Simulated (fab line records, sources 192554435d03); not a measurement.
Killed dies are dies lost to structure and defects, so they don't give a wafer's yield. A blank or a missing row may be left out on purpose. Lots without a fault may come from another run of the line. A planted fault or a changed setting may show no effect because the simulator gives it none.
fab line records | flow n5_finfet
record lots=5 wafers=13 last_day=19
route steps=1938 shown BEOL_M4@1099 BEOL_M5@1112 PASSIVATION@1936
lots that met no fault: from a run of the same line without faults
start_h: hours from the record's first day to the start of the lot's first wafer shown | wait_h: hours since the lot's step before | " the same as in the row above | L1.1+2: a row that stands for several wafers | - no value, or no start given | * or withheld: withheld | < > ~ a bound
route shown NAME@n: a module of which the file shows steps, and the number in the route of the first | usual: mean/standard deviation of fault-free wafers | same: alike in all rows | chamber/n: place in a boat | sites: the reading at each site | _std_site: their standard deviation | _edge_site: outer sites' mean less inner sites' | radius_mm: how far each site lies from the wafer's centre | mask NAME#n: copy n | behind: the tool/chamber that last shaped the wafer | hold: why the lot was held/for how many hours/how that ended | device: the transistor (n, p or np) that didn't switch | end of line: the same wafers' tests at the end of the route | a step without rows: its recipe alone | killed: dies lost to structure and defects at the first sort, not the wafer's yield | map: a wafer's dies, x killed, . not, _ none there
set.NAME: the setting as run; set.NAME@STEP: as run at that earlier step | model.NAME: the simulator's own value behind a step, which no gauge read
lots at some steps of the route; a table a step, a row a wafer
services: from which hour (start_h, from the record's first day; less than 0 if before it) a tool's chamber was out of use, for how many hours, and why
## steps
# step N5_BEOL_M4_ANNEAL_95
# recipe temp_c=400 time_s=240 ambient=vacuum
# step N5_BEOL_M4_SPUTTER_96
# recipe material=Cu target_thk_a=45 temp_c=-20 chamber_pressure_pa=0.07 power_w=withheld time_s=8.29
# step N5_BEOL_M4_ECD_50
# recipe material=Cu target_thk_a=3000
# step N5_BEOL_M4_ANNEAL_51
# recipe temp_c=225 time_s=90 ambient=N2
# step N5_BEOL_M4_CMP_52
# recipe stop_on=SiOC t_overpolish_s=6.8 down_force_psi=1 platen_rpm=50 clearing_platen_down_force_psi=1.5 clearing_platen_rpm=50 post_cmp_clean=cu_alkaline target_thk_nm=40 clearing_platen_pad_velocity_m_s=0.99484 pad_velocity_m_s=0.99484
# step N5_BEOL_M4_PRE_CLEAN_60
# recipe gas=NH3/H2 time_s=15 temp_c=* rf_power_w=300
# step N5_BEOL_M4_CO_CAP_55
# recipe material=Co target_thk_a=20 temp_c=200 precursor=CCTBA/H2 pressure_torr=30 time_s=102.1
# step N5_BEOL_M4_PRE_CLEAN_56
# recipe gas=NH3 time_s=15 temp_c=withheld rf_power_w=300
# step N5_BEOL_M4_DEP_57
# recipe material=SiCN target_thk_a=80 temp_c=withheld precursor=3MS/NH3 pressure_torr=3 rf_w=202 time_s=14
# step N5_BEOL_M4_RC_MEAS_101
# usual DIBL_N=36.0/1.6 DIBL_P=35.8/2 IOFF_N=0.152/0.03 IOFF_P=0.20/0.031 ION_N=670/12 ION_P=459/7.4 SS_N=71.5/0.56 SS_P=73.2/0.64 VT_N=251/3.5 VT_P=-252/3.3
# columns lot.wafer tool chamber start_h wait_h DIBL_N[mV/V] DIBL_P[mV/V] IOFF_N[nA/um] IOFF_P[nA/um] ION_N[uA/um] ION_P[uA/um] SS_N[mV/dec] SS_P[mV/dec] VT_N[mV] VT_P[mV]
L785.4 prober-01 0 247.48 0.5 33.4 34.1 0.119 0.17 666 460 71.4 72.7 253 -252
L785.5 " 0 " " 36.4 37.2 0.165 0.24 679 471 71.8 74.6 249 -247
L785.6 " 0 " " 35.5 36.4 0.144 0.20 664 458 71.2 73.3 251 -252
L790.1 prober-01 0 284.98 0.0 35.6 37.0 0.171 0.22 673 462 71.0 73.1 249 -249
L790.4 " 0 " " 32.2 33.5 0.124 0.17 666 460 70.4 72.0 250 -254
L794.4 prober-02 0 294.50 0.5 36.8 36.9 0.173 0.21 679 458 71.2 74.0 249 -250
L794.5 " 0 " " 39.4 40.1 0.222 0.27 698 474 72.0 74.7 243 -247
L795.2 prober-02 0 317.56 0.2 37.7 36.7 0.184 0.21 675 455 72.8 73.7 248 -252
L795.4 " 0 " " 36.0 35.9 0.170 0.20 691 467 71.7 73.9 246 -252
L795.6 " 0 " " 36.8 35.5 0.168 0.19 677 458 72.2 73.3 249 -250
L798.2 prober-01 0 342.92 0.2 34.5 35.1 0.144 0.21 666 463 71.2 73.4 252 -252
L798.5 " 0 " " 34.5 33.8 0.140 0.19 667 457 71.4 72.7 251 -250
L798.6 " 0 " " 33.8 33.5 0.125 0.19 664 461 71.3 72.7 253 -250
# step N5_BEOL_M5_ILD_DEP_00
# recipe material=SiCOH_lowk target_thk_a=1406.4 temp_c=300 precursor=DEMS/porogen pressure_torr=5 rf_w=500 time_s=25.9
# usual heater_power_w=311/35 showerhead_plenum_p_Torr=5.739/0.013 throttle_valve_pct=14.2/0.7
# columns lot.wafer tool chamber start_h wait_h heater_power_w showerhead_plenum_p_Torr throttle_valve_pct model.SiCOH_lowk_of_BEOL_M5_ILD_DEP_00.thk_nm
L785.4 pecvd-02 0 247.99 0.4 317 5.740 14.0 145
L785.5 " 2 " " 361 5.735 13.5 144.8
L785.6 " 1 " " 322 5.742 13.8 143.6
L790.1 pecvd-02 2 285.95 0.8 328 5.737 13.2 142.6
L790.4 " 2 " " 331 5.734 13.2 50
L794.4 pecvd-02 1 295.02 0.4 255 5.750 13.9 51
L794.5 " 0 " " 302 5.740 14.4 144.4
L795.2 pecvd-02 1 318.38 0.7 285 5.753 13.7 141
L795.4 " 0 " " 344 5.736 14.4 48.4
L795.6 " 1 " " 292 5.725 13.5 48.4
L798.2 pecvd-03 2 343.73 0.7 237 5.739 13.9 139.8
L798.5 " 2 " " 236 5.747 14.1 141.6
L798.6 " 0 " " 299 5.741 14.5 143
# step N5_BEOL_M5_CURE_79
# recipe temp_c=385 time_s=240 ambient=He/Ar material=SiCOH_lowk
# step N5_BEOL_M5_THK_MEAS_01
# recipe reads=SiCOH_lowk_of_BEOL_M5_ILD_DEP_00
# usual M5_ILD_THK=122.3/1.5
# columns lot.wafer tool chamber start_h wait_h M5_ILD_THK[nm]
L785.4 film_metro-02 - 248.55 0.2 124.9
L785.5 " - " " 124.6
L785.6 " - " " 123.6
L790.1 film_metro-02 - 286.52 0.4 122.7
L790.4 " - " " 42.7
L794.4 film_metro-02 - 295.62 0.2 43.6
L794.5 " - " " 124.3
L795.2 film_metro-02 - 318.95 0.4 121.3
L795.4 " - " " 41.4
L795.6 " - " " 41.3
L798.2 film_metro-01 - 344.30 0.4 120.3
L798.5 " - " " 121.8
L798.6 " - " " 122.9
# step N5_BEOL_M5_PECVD_70
# recipe material=SiO2 target_thk_a=160 temp_c=400 precursor=TEOS/O2 pressure_torr=5.5 rf_w=450 teos_flow_sccm=53.8 gas=O2 flow_sccm=3000 time_s=18
# step N5_BEOL_M5_HM_DEP_02
# recipe material=TiN target_thk_a=200 temp_c=25 chamber_pressure_pa=0.49996
# step N5_BEOL_M5_COAT_59
# recipe resist=SOC temp_c=250 time_s=60 spin_rpm=1500 resist_thk_nm=60
# step N5_BEOL_M5_COAT_60
# recipe resist=SiARC temp_c=220 time_s=60 spin_rpm=1500 resist_thk_nm=12
# step N5_BEOL_M5_COAT_71
# recipe resist=underlayer temp_c=205 time_s=60 spin_rpm=1500 resist_thk_nm=5
# step N5_BEOL_M5_COAT_05
# recipe resist=CAR-EUV spin_rpm=1500 resist_thk_nm=30
# step N5_BEOL_M5_EBR_07
# recipe solvent=PGMEA ebr_width_mm=1.5
# step N5_BEOL_M5_SOFTBAKE_06
# recipe temp_c=110 time_s=60 resist=CAR-EUV
# step N5_BEOL_M5_EXPOSE_08
# recipe mask_id=M5 na=0.33 source_shape=annular sigma_inner=0.4 sigma_outer=0.8 polarization=unpolarized target_cd_nm=28 dose_mj=35.75
# step N5_BEOL_M5_PEB_09
# recipe peb_temp_c=100 peb_time_s=60 resist=CAR-EUV
# step N5_BEOL_M5_DEVELOP_10
# recipe develop_time_s=30 developer=TMAH resist=CAR-EUV rinse_liquid=surfactant_rinse dry=air_spin dev_temp_c=23
# step N5_BEOL_M5_DESCUM_16
# recipe chemistry=O2 time_s=7 source_power_w=50 bias_power_w=20 pressure_mtorr=20 rf_frequency_hz=2.712e+07 temp_c=40 resist=CAR-EUV o2_flow_sccm=225
# step N5_BEOL_M5_ETCH_72
# recipe chemistry=N2/H2 target=underlayer target_depth_a=65 mask_material=CAR-EUV time_s=5.2 ion_energy_ev=200 pressure_mtorr=30 source_w=840 bias_w=150 n2_flow_sccm=200 h2_flow_sccm=200 ends=cleared
# step N5_BEOL_M5_ETCH_61
# recipe chemistry=CF4 target=SiARC target_depth_a=156 mask_material=CAR-EUV time_s=26 ion_energy_ev=80 pressure_mtorr=40 source_w=545 bias_w=36 Ar_flow_sccm=100 cf4_flow_sccm=100 ends=cleared
# step N5_BEOL_M5_ETCH_62
# recipe chemistry=N2/H2 target=SOC target_depth_a=750 overetch_a=150 mask_material=SiARC temp_c=40 time_s=112.5 ion_energy_ev=200 pressure_mtorr=30 source_w=840 bias_w=150 n2_flow_sccm=200 h2_flow_sccm=200
# step N5_BEOL_M5_STRIP_63
# recipe chemistry=N2/H2 temp_c=40 n2_flow_sccm=200 h2_flow_sccm=200 rf_frequency_hz=6e+07
# step N5_BEOL_M5_STRIP_73
# recipe chemistry=N2/H2 temp_c=40 n2_flow_sccm=200 h2_flow_sccm=200 rf_frequency_hz=6e+07
# step N5_BEOL_M5_STRIP_64
# recipe chemistry=CF4 resist=SiARC power_w=300 bias_power_w=75 pressure_mtorr=50 cf4_flow_sccm=150 rf_frequency_hz=6e+07
# step N5_BEOL_M5_HM_OPEN_17
# recipe chemistry=Cl2/BCl3 target_depth_a=200 overetch_a=60 target=TiN mask_material=SOC ion_energy_ev=150 pressure_mtorr=10 icp_w=1000 bias_w=126 Cl2_flow_sccm=53.25 bcl3_flow_sccm=21.75 Ar_flow_sccm=25
# step N5_BEOL_M5_STRIP_19
# recipe chemistry=O2 power_w=400 temp_c=40 pressure_mtorr=30 rf_frequency_hz=6e+07 bias_power_w=0 overash_fraction=0.2 o2_flow_sccm=225
# step N5_BEOL_M5_COAT_65
# recipe resist=SOC temp_c=250 time_s=60 spin_rpm=1500 resist_thk_nm=60
# step N5_BEOL_M5_COAT_66
# recipe resist=SiARC temp_c=220 time_s=60 spin_rpm=1500 resist_thk_nm=12
# step N5_BEOL_M5_CMP_52
# recipe stop_on=SiCOH_lowk t_overpolish_s=6.9 down_force_psi=1 platen_rpm=50 clearing_platen_down_force_psi=1.5 clearing_platen_rpm=50 post_cmp_clean=cu_alkaline target_thk_nm=62 clearing_platen_pad_velocity_m_s=0.99484 pad_velocity_m_s=0.99484
# usual edge_zone_pressure_frac=1.000/0.0056 motor_current_A=6.0/0.53 platen_rpm=50.00/0.031
# columns lot.wafer tool chamber start_h wait_h edge_zone_pressure_frac motor_current_A platen_rpm model.SiCOH_lowk_of_BEOL_M5_ILD_DEP_00.thk_nm
L785.4 cmp-01 0 260.84 0.1 1.005 7.0 50.05 121.8
L785.5 " 0 " " 1.000 7.0 50.00 121.6
L785.6 " 1 " " 1.003 6.0 49.98 120.6
L790.1 cmp-01 0 300.23 0.3 1.001 7.4 49.93 119.8
L790.4 " 1 " " 1.006 6.4 50.05 39.8
L794.4 cmp-04 2 306.19 0.1 1.004 6.3 49.96 40.6
L794.5 " 3 " " 0.999 6.3 50.05 121.4
L795.2 cmp-02 0 330.92 0.3 1.002 5.5 50.07 118.2
L795.4 " 1 " " 1.011 5.5 49.99 38.4
L795.6 " 2 " " 1.001 6.0 49.94 38.4
L798.2 cmp-04 0 356.36 0.2 1.001 6.3 50.01 117.2
L798.5 " 0 " " 0.998 6.1 50.00 118.8
L798.6 " 1 " " 1.000 5.6 50.00 120
# step N5_PASSIVATION_PROBE_49
# usual defect_limited_yield=91.6/1.4 killed_at_M0_to_M3=33/10 killed_at_M4_up=13/5.3 killed_at_contacts=13/5.9 killed_at_front_end=36/12 killed_at_other=4/3.1 killed_dies=99/16 killed_on_rim=13/4.2 killed_open=65/13 killed_short=32/7.3 sort_bin_5_function=4.9/0.9 sort_bin_6_memory=3.1/0.66 sort_n_pass=1081/17 sort_yield_pct=91.6/1.4
# same gross_dies=1180 killed_at_back_side=0 sort_bin_4_leakage[%]=0 sort_bin_8_speed[%]=0
# columns lot.wafer tool chamber start_h wait_h defect_limited_yield[%] killed_at_M0_to_M3 killed_at_M4_up killed_at_contacts killed_at_front_end killed_at_other killed_dies killed_on_rim killed_open killed_short sort_bin_5_function[%] sort_bin_6_memory[%] sort_n_pass sort_yield_pct[%]
L790.4 prober-01 - 398.07 0.2 0 23 1092 28 34 3 1180 152 68 29 4.8 3.1 0 0
L794.4 prober-01 - 404.43 0.2 0 24 1113 8 27 8 1180 152 46 27 3.7 2.6 0 0
L795.4 prober-02 - 428.93 0.2 0 28 1083 10 58 1 1180 152 79 43 6.5 3.6 0 0
L795.6 prober-02 - 429.03 0.3 0 34 1096 11 38 1 1180 152 64 35 4.7 3.6 0 0
# killed by level:class
L790.4 BEOL_M5:area_dep=1083 MOL_CONTACT_COAG:geometric_particle:open=22 DUMMY_GATE:geometric_particle:open=7 MOL_CONTACT_COAG:geometric_particle:short=6 FIN_SAQP:geometric_particle:open=5 STI_FIN_REVEAL:geometric_particle:open=5 BEOL_M0:geometric_particle:open=5 BEOL_M1:geometric_particle:short=4
L794.4 BEOL_M5:area_dep=1104 MOL_CONTACT_COAG:geometric_particle:open=7 BEOL_M3:geometric_particle:open=7 BEOL_M0_SAQP:geometric_particle:open=6 ILD0:geometric_particle:short=4 MIM_BOT:geometric_particle:open=4 STARTING-WAFER:geometric_particle:open=4 GATE_CUT:geometric_particle:short=3
L795.4 BEOL_M5:area_dep=1055 BEOL_M3:geometric_particle:open=14 BEOL_M4:geometric_particle:open=11 FIN_SAQP:geometric_particle:short=9 DUMMY_GATE:geometric_particle:open=8 MOL_CONTACT_COAG:geometric_particle:open=8 FIN_SAQP:geometric_particle:open=7 ILD0:geometric_particle:open=7
L795.6 BEOL_M5:area_dep=1080 BEOL_M4:geometric_particle:open=10 BEOL_M2:geometric_particle:open=9 FIN_SAQP:geometric_particle:short=8 MOL_CONTACT_COAG:geometric_particle:open=8 BEOL_M0_SAQP:geometric_particle:open=8 DUMMY_GATE:geometric_particle:open=7 BEOL_M0_SAQP:geometric_particle:short=7
# map L790.4 (x killed, . not)
_________________xxxxxxxxxxxx________________
______________xxxxxxxxxxxxxxxxxx_____________
___________xxxxxxxxxxxxxxxxxxxxxxxx__________
__________xxxxxxxxxxxxxxxxxxxxxxxxxx_________
________xxxxxxxxxxxxxxxxxxxxxxxxxxxxxx_______
_______xxxxxxxxxxxxxxxxxxxxxxxxxxxxxxxx______
______xxxxxxxxxxxxxxxxxxxxxxxxxxxxxxxxxx_____
_____xxxxxxxxxxxxxxxxxxxxxxxxxxxxxxxxxxxx____
____xxxxxxxxxxxxxxxxxxxxxxxxxxxxxxxxxxxxxx___
___xxxxxxxxxxxxxxxxxxxxxxxxxxxxxxxxxxxxxxxx__
___xxxxxxxxxxxxxxxxxxxxxxxxxxxxxxxxxxxxxxxx__
__xxxxxxxxxxxxxxxxxxxxxxxxxxxxxxxxxxxxxxxxxx_
__xxxxxxxxxxxxxxxxxxxxxxxxxxxxxxxxxxxxxxxxxx_
_xxxxxxxxxxxxxxxxxxxxxxxxxxxxxxxxxxxxxxxxxxxx
_xxxxxxxxxxxxxxxxxxxxxxxxxxxxxxxxxxxxxxxxxxxx
_xxxxxxxxxxxxxxxxxxxxxxxxxxxxxxxxxxxxxxxxxxxx
_xxxxxxxxxxxxxxxxxxxxxxxxxxxxxxxxxxxxxxxxxxxx
_xxxxxxxxxxxxxxxxxxxxxxxxxxxxxxxxxxxxxxxxxxxx
_xxxxxxxxxxxxxxxxxxxxxxxxxxxxxxxxxxxxxxxxxxxx
_xxxxxxxxxxxxxxxxxxxxxxxxxxxxxxxxxxxxxxxxxxxx
_xxxxxxxxxxxxxxxxxxxxxxxxxxxxxxxxxxxxxxxxxxxx
__xxxxxxxxxxxxxxxxxxxxxxxxxxxxxxxxxxxxxxxxxx_
__xxxxxxxxxxxxxxxxxxxxxxxxxxxxxxxxxxxxxxxxxx_
___xxxxxxxxxxxxxxxxxxxxxxxxxxxxxxxxxxxxxxxx__
___xxxxxxxxxxxxxxxxxxxxxxxxxxxxxxxxxxxxxxxx__
____xxxxxxxxxxxxxxxxxxxxxxxxxxxxxxxxxxxxxx___
_____xxxxxxxxxxxxxxxxxxxxxxxxxxxxxxxxxxxx____
______xxxxxxxxxxxxxxxxxxxxxxxxxxxxxxxxxx_____
_______xxxxxxxxxxxxxxxxxxxxxxxxxxxxxxxx______
________xxxxxxxxxxxxxxxxxxxxxxxxxxxxxx_______
__________xxxxxxxxxxxxxxxxxxxxxxxxxx_________
___________xxxxxxxxxxxxxxxxxxxxxxxx__________
______________xxxxxxxxxxxxxxxxxx_____________
_________________xxxxxxxxxxxx________________
# map L794.4 (x killed, . not)
_________________xxxxxxxxxxxx________________
______________xxxxxxxxxxxxxxxxxx_____________
___________xxxxxxxxxxxxxxxxxxxxxxxx__________
__________xxxxxxxxxxxxxxxxxxxxxxxxxx_________
________xxxxxxxxxxxxxxxxxxxxxxxxxxxxxx_______
_______xxxxxxxxxxxxxxxxxxxxxxxxxxxxxxxx______
______xxxxxxxxxxxxxxxxxxxxxxxxxxxxxxxxxx_____
_____xxxxxxxxxxxxxxxxxxxxxxxxxxxxxxxxxxxx____
____xxxxxxxxxxxxxxxxxxxxxxxxxxxxxxxxxxxxxx___
___xxxxxxxxxxxxxxxxxxxxxxxxxxxxxxxxxxxxxxxx__
___xxxxxxxxxxxxxxxxxxxxxxxxxxxxxxxxxxxxxxxx__
__xxxxxxxxxxxxxxxxxxxxxxxxxxxxxxxxxxxxxxxxxx_
__xxxxxxxxxxxxxxxxxxxxxxxxxxxxxxxxxxxxxxxxxx_
_xxxxxxxxxxxxxxxxxxxxxxxxxxxxxxxxxxxxxxxxxxxx
_xxxxxxxxxxxxxxxxxxxxxxxxxxxxxxxxxxxxxxxxxxxx
_xxxxxxxxxxxxxxxxxxxxxxxxxxxxxxxxxxxxxxxxxxxx
_xxxxxxxxxxxxxxxxxxxxxxxxxxxxxxxxxxxxxxxxxxxx
_xxxxxxxxxxxxxxxxxxxxxxxxxxxxxxxxxxxxxxxxxxxx
_xxxxxxxxxxxxxxxxxxxxxxxxxxxxxxxxxxxxxxxxxxxx
_xxxxxxxxxxxxxxxxxxxxxxxxxxxxxxxxxxxxxxxxxxxx
_xxxxxxxxxxxxxxxxxxxxxxxxxxxxxxxxxxxxxxxxxxxx
__xxxxxxxxxxxxxxxxxxxxxxxxxxxxxxxxxxxxxxxxxx_
__xxxxxxxxxxxxxxxxxxxxxxxxxxxxxxxxxxxxxxxxxx_
___xxxxxxxxxxxxxxxxxxxxxxxxxxxxxxxxxxxxxxxx__
___xxxxxxxxxxxxxxxxxxxxxxxxxxxxxxxxxxxxxxxx__
____xxxxxxxxxxxxxxxxxxxxxxxxxxxxxxxxxxxxxx___
_____xxxxxxxxxxxxxxxxxxxxxxxxxxxxxxxxxxxx____
______xxxxxxxxxxxxxxxxxxxxxxxxxxxxxxxxxx_____
_______xxxxxxxxxxxxxxxxxxxxxxxxxxxxxxxx______
________xxxxxxxxxxxxxxxxxxxxxxxxxxxxxx_______
__________xxxxxxxxxxxxxxxxxxxxxxxxxx_________
___________xxxxxxxxxxxxxxxxxxxxxxxx__________
______________xxxxxxxxxxxxxxxxxx_____________
_________________xxxxxxxxxxxx________________
## services
# columns tool chamber start_h hours kind
cmp-01 - 232.11 4.0 pm
cmp-02 - 233.10 2.4 repair
pecvd-02 1 233.21 2.1 scheduled_down
pecvd-03 2 234.72 9.0 repair
cmp-01 - 236.11 - consumable_replace:conditioner
cmp-01 - 236.11 - consumable_replace:pad
cmp-02 - 237.39 0.2 repair
pecvd-02 0 273.00 5.5 scheduled_down
cmp-01 - 275.76 1.8 repair
cmp-04 - 314.51 2.5 repair
cmp-02 - 326.12 3.4 repair
pecvd-03 2 328.58 2.1 scheduled_down
cmp-01 - 331.94 3.6 pm
pecvd-02 - 337.78 0.8 pm
cmp-02 - 339.88 4.0 pm
cmp-02 - 343.88 - consumable_replace:conditioner
cmp-02 - 343.88 - consumable_replace:pad
cmp-02 - 348.85 2.7 repair
pecvd-02 1 356.54 5.0 scheduled_down
## key
first_sign step=N5_BEOL_M5_THK_MEAS_01 reading=M5_ILD_THK direction=down sigmas=54 usual=122.3 struck=42.3
effect step=N5_PASSIVATION_PROBE_49 reading=killed_at_M4_up direction=up sigmas=99+ usual=13 struck=1096
model_effect step=N5_BEOL_M5_ILD_DEP_00 value=SiCOH_lowk_of_BEOL_M5_ILD_DEP_00.thk_nm without=144.3 struck=49.45
model_effect step=N5_BEOL_M5_CMP_52 value=SiCOH_lowk_of_BEOL_M5_ILD_DEP_00.thk_nm without=121.2 struck=39.3
more_kills_born_at N5_BEOL_M5_ILD_DEP_00@pecvd-02=4322
met_at N5_BEOL_M5_ILD_DEP_00
struck_wafers L790.4,L794.4,L795.4,L795.6
later_rows_left_out L790.4,L794.4,L795.4,L795.6
onset_between 247.99 285.95
fault kind=process_parameter_drift tool=pecvd-02 chamber=- onset_h=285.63 steps=N5_BEOL_M5_ILD_DEP_00 channel=time_s offset=* shape=step end_h=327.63 scope=struck_wafers_only acts_in=* stated=*
# later_rows_left_out: the simulator's readings of these wafers behind a module that went badly wrong aren't trusted and aren't shown, but for the sort
